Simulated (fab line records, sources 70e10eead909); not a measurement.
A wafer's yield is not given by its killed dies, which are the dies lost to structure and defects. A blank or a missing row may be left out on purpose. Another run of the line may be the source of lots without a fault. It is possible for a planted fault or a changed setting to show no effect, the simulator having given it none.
Chamber matching    flow nand-harc    3 sister chambers for NHARC_A_SGD_CUT_DEP_00 on pecvd-02
The step deposits SiNx, target thk 50 nm. 3 wafers are shown with their chamber, then 12 later ones without.

EACH WAFER AND ITS CHAMBER
wafer   chamber  heater-power-w (W)
L088.6  0        645
L087.1  2        649
L087.6  1        649

WAFERS WITHOUT THEIR CHAMBER
wafer   heater-power-w (W)
L092.2  581
L092.4  631
L092.6  589
L094.1  799
L094.3  666
L094.4  589
L095.1  611
L095.3  713
L095.5  615
L096.1  619
L096.2  815
L096.5  627

WHICH CHAMBER EACH WENT THROUGH
wafer   from the rows above           in truth
L092.2  can't be placed: 0 or 1 or 2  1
L092.4  can't be placed: 0 or 1 or 2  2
L092.6  can't be placed: 0 or 1 or 2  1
L094.1  can't be placed: 1 or 2 or 0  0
L094.3  can't be placed: 1 or 2 or 0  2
L094.4  can't be placed: 0 or 1 or 2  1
L095.1  can't be placed: 0 or 1 or 2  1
L095.3  can't be placed: 1 or 2 or 0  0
L095.5  can't be placed: 0 or 1 or 2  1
L096.1  can't be placed: 0 or 1 or 2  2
L096.2  can't be placed: 1 or 2 or 0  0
L096.5  can't be placed: 0 or 1 or 2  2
Placed correctly: 0 of 12. Cannot be placed on the basis of these rows: 12; the candidates contain the true chamber in 12. Number placed wrongly: 0.
How it was worked out, from the rows above alone: a wafer's distance from a chamber is the root of the sum, over the readings, of the square of ((its reading less the chamber's mean) divided by the reading's scatter). The wafer belongs to the nearest chamber; if the next one is less than 2 further off, it can't be placed. Each chamber's mean is taken over the wafers shown for it. The scatter (one wafer shown for each chamber): square how far every hidden wafer sits from the nearest shown wafer, average those squares and take the square root.
